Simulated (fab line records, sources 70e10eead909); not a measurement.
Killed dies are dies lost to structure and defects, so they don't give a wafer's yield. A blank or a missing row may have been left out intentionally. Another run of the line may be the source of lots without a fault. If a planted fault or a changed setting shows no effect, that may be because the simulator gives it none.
Which tool was responsible? | flow nandHarc | 36 wafers from 12 lots sampled at 5 of the route's 1302 steps

== WHAT EACH GAUGE READ, for each wafer ==
NHARC_P_STI_CD_MEAS_16.
lot  | measured     | on       | cdNm (nm)
L810 | day 3 00:40  | cdSem-03 | 201.1 203.0 201.8
L812 | day 3 17:19  | cdSem-01 | 205.6 203.1 201.0
L813 | day 4 05:16  | cdSem-01 | 200.0 200.9 198.8
L814 | day 4 15:10  | cdSem-03 | 203.1 201.2 201.5
L815 | day 4 21:49  | cdSem-02 | 194.8 200.7 199.2
L825 | day 9 04:38  | cdSem-01 | 201.2 203.9 202.3
L826 | day 9 21:47  | cdSem-03 | 205.0 205.4 201.4
L829 | day 10 16:42 | cdSem-03 | 198.2 200.3 201.0
L830 | day 11 06:11 | cdSem-03 | 200.7 204.7 203.9
L831 | day 11 14:29 | cdSem-02 | 198.7 201.5 199.7
L832 | day 12 02:01 | cdSem-02 | 196.7 200.9 201.6
L833 | day 12 13:23 | cdSem-03 | 201.7 202.2 197.5

NHARC_END_SORT_01.
lot  | measured     | on        | killedAtArray | killedAtOther | killedAtPeriphery | killedDies | killedOpen | killedShort
L825 | day 30 09:25 | prober-01 | 46 35 48      | 1 0 0         | 2 1 5             | 49 36 53   | 3 0 4      | 2 1 3
L826 | day 30 19:56 | prober-01 | 67 64 59      | 2 1 0         | 0 2 2             | 69 67 61   | 3 3 3      | 1 2 0
L829 | day 31 12:47 | prober-01 | 36 40 29      | 0 0 0         | 6 3 3             | 42 43 32   | 5 3 5      | 3 3 3
L830 | day 32 19:58 | prober-01 | 55 56 51      | 0 0 0         | 3 2 5             | 58 58 56   | 4 3 0      | 2 3 1

== TOOL THAT RAN EACH LOT (tool first, then ch and the chambers of the sampled wafers, then the start) ==
lot  | NHARC_P_STI_ETCH_42               | NHARC_P_STI_ETCH_31                          | NHARC_P_GATE_DEP_103
L810 | rieDiel-01 ch 1,2, day 3 00:17    | rieDiel-01 ch 1,3, day 3 00:40 or earlier    | pecvd-02 ch 0,1,2, day 5 04:12
L812 | rieDiel-07 ch 0,1, day 3 16:58    | rieDiel-07 ch 2,3, day 3 17:19 or earlier    | pecvd-01 ch 0,1, day 6 00:44
L813 | rieDiel-07 ch 0,2,3, day 4 04:55  | rieDiel-07 ch 1,2,3, day 4 05:16 or earlier  | pecvd-03 ch 0,1, day 6 04:37
L814 | rieDiel-07 ch 0,2,3, day 4 14:49  | rieDiel-07 ch 1,2,3, day 4 15:10 or earlier  | pecvd-02 ch 0,1,2, day 6 17:11
L815 | rieDiel-07 ch 0,1,3, day 4 21:28  | rieDiel-07 ch 0,2,3, day 4 21:49 or earlier  | pecvd-03 ch 0,1,2, day 6 22:59
L825 | rieDiel-07 ch 0,1,3, day 9 04:17  | rieDiel-07 ch 0,1,3, day 9 04:38 or earlier  | pecvd-03 ch 1,2, day 11 13:02
L826 | rieDiel-11 ch 1,3, day 9 21:26    | rieDiel-11 ch 0,1,2, day 9 21:47 or earlier  | pecvd-02 ch 0,2, day 12 02:12
L829 | rieDiel-01 ch 0,1,3, day 10 16:21 | rieDiel-01 ch 0,3, day 10 16:42 or earlier   | pecvd-02 ch 0,2, day 12 17:38
L830 | rieDiel-01 ch 0,2,3, day 11 05:50 | rieDiel-01 ch 0,1,3, day 11 06:11 or earlier | pecvd-01 ch 0,1,2, day 13 07:36
L831 | rieDiel-07 ch 0,1,3, day 11 14:05 | rieDiel-07 ch 1,2,3, day 11 14:29 or earlier | pecvd-01 ch 0,1,2, day 13 18:01
L832 | rieDiel-11 ch 0,3, day 12 01:40   | rieDiel-11 ch 0,1, day 12 02:01 or earlier   | pecvd-03 ch 0,1, day 14 06:14
L833 | rieDiel-01 ch 0,2, day 12 13:02   | rieDiel-01 ch 0,3, day 12 13:23 or earlier   | pecvd-03 ch 0,1, day 14 19:11
- NHARC_P_STI_ETCH_42: etches the open film in N2/H2, target depth 80 nm, overetch 24 nm, time 61 s.
- NHARC_P_STI_ETCH_31: etches the open film in CF4/CHF3, target depth 108.9 nm, time 54.5 s.
- NHARC_P_GATE_DEP_103: deposits SiON, target thk 30 nm.

== AS READ BY THE TOOLS THEMSELVES (means over the sampled wafers that have a number; for cases with no such wafer, the mark the record gives instead) ==
NHARC_P_STI_ETCH_42.
lot  | tool       | drypumpMotorCurrentA (A) | oesProductAu (a.u.) | rfVppV (V) | showerheadPlenumPTorr (Torr) | throttleValvePct (%)
L810 | rieDiel-01 | 5.8                      | 1.003               | 429.2      | 1.99                         | 14.181
L812 | rieDiel-07 | 6.2                      | 1.003               | 432.1      | 2.11                         | 14.171
L813 | rieDiel-07 | 5.5                      | 1.001               | 431.0      | 2.03                         | 14.173
L814 | rieDiel-07 | 5.5                      | 0.996               | 430.2      | 2.03                         | 14.169
L815 | rieDiel-07 | 5.7                      | 1.004               | 431.3      | 2.06                         | 14.171
L825 | rieDiel-07 | 5.8                      | 1.011               | 431.5      | 2.05                         | 14.172
L826 | rieDiel-11 | 5.9                      | 0.992               | 430.6      | 2.06                         | 14.168
L829 | rieDiel-01 | 5.6                      | 1.002               | 429.6      | 2.02                         | 14.163
L830 | rieDiel-01 | 5.3                      | 0.994               | 427.1      | 1.93                         | 14.174
L831 | rieDiel-07 | 5.8                      | 1.008               | 430.1      | 2.05                         | 14.160
L832 | rieDiel-11 | 5.4                      | 0.989               | 427.3      | 1.94                         | 14.171
L833 | rieDiel-01 | 5.3                      | 1.000               | 425.5      | 1.89                         | 14.180

NHARC_P_STI_ETCH_31.
lot  | tool       | drypumpMotorCurrentA (A) | oesProductAu (a.u.) | rfVppV (V) | showerheadPlenumPTorr (Torr) | throttleValvePct (%)
L810 | rieDiel-01 | 6.1                      | 0.966               | 372.4      | 1.62                         | 16.794
L812 | rieDiel-07 | 5.8                      | 0.981               | 370.3      | 1.57                         | 16.807
L813 | rieDiel-07 | 6.0                      | 0.956               | 370.6      | 1.59                         | 16.804
L814 | rieDiel-07 | 6.1                      | 0.971               | 371.6      | 1.59                         | 16.792
L815 | rieDiel-07 | 5.5                      | 0.975               | 370.3      | 1.56                         | 16.802
L825 | rieDiel-07 | 5.7                      | 0.976               | 371.1      | 1.58                         | 16.796
L826 | rieDiel-11 | 5.9                      | 0.935               | 370.7      | 1.60                         | 16.805
L829 | rieDiel-01 | 5.1                      | 0.972               | 367.4      | 1.49                         | 16.799
L830 | rieDiel-01 | 5.6                      | 0.977               | 369.8      | 1.56                         | 16.807
L831 | rieDiel-07 | 6.0                      | 0.963               | 371.3      | 1.59                         | 16.805
L832 | rieDiel-11 | 6.0                      | 0.956               | 370.8      | 1.59                         | 16.806
L833 | rieDiel-01 | 5.2                      | 0.973               | 368.9      | 1.52                         | 16.803

NHARC_P_GATE_DEP_103.
lot  | tool     | heaterPowerW (W)
L810 | pecvd-02 | 833
L812 | pecvd-01 | 852
L813 | pecvd-03 | 824
L814 | pecvd-02 | 806
L815 | pecvd-03 | 816
L825 | pecvd-03 | 823
L826 | pecvd-02 | 863
L829 | pecvd-02 | 816
L830 | pecvd-01 | 765
L831 | pecvd-01 | 819
L832 | pecvd-03 | 738
L833 | pecvd-03 | 832

== THE ANSWER, worked out from the rows above alone ==
Rule: usual is defined by the lots themselves. Put in order of their means at a reading, lots are off if they are a third of the lots or fewer, leave a main group of 4 or more, and stand apart from it by a gap of 3 or more times the standard deviation of the main group's means; of several such gaps the widest counts. Not used: any main group whose means are identical at the precision the tables above print for the reading. Also off: a lot with no number at a reading for which 4 or more lots have one. Any other lot the step has rows for is counted as sound. Order of review: gauges by route order, followed by the tools' own readings, for which a lot's mean as printed above is used. At the first step where some lot is off, the reading lying furthest off is the one used; lots without a number count as furthest.
Across all readings shown, no lot is off: no conclusion can be drawn from this.

== WHAT THE SIMULATOR HAD INSERTED ==
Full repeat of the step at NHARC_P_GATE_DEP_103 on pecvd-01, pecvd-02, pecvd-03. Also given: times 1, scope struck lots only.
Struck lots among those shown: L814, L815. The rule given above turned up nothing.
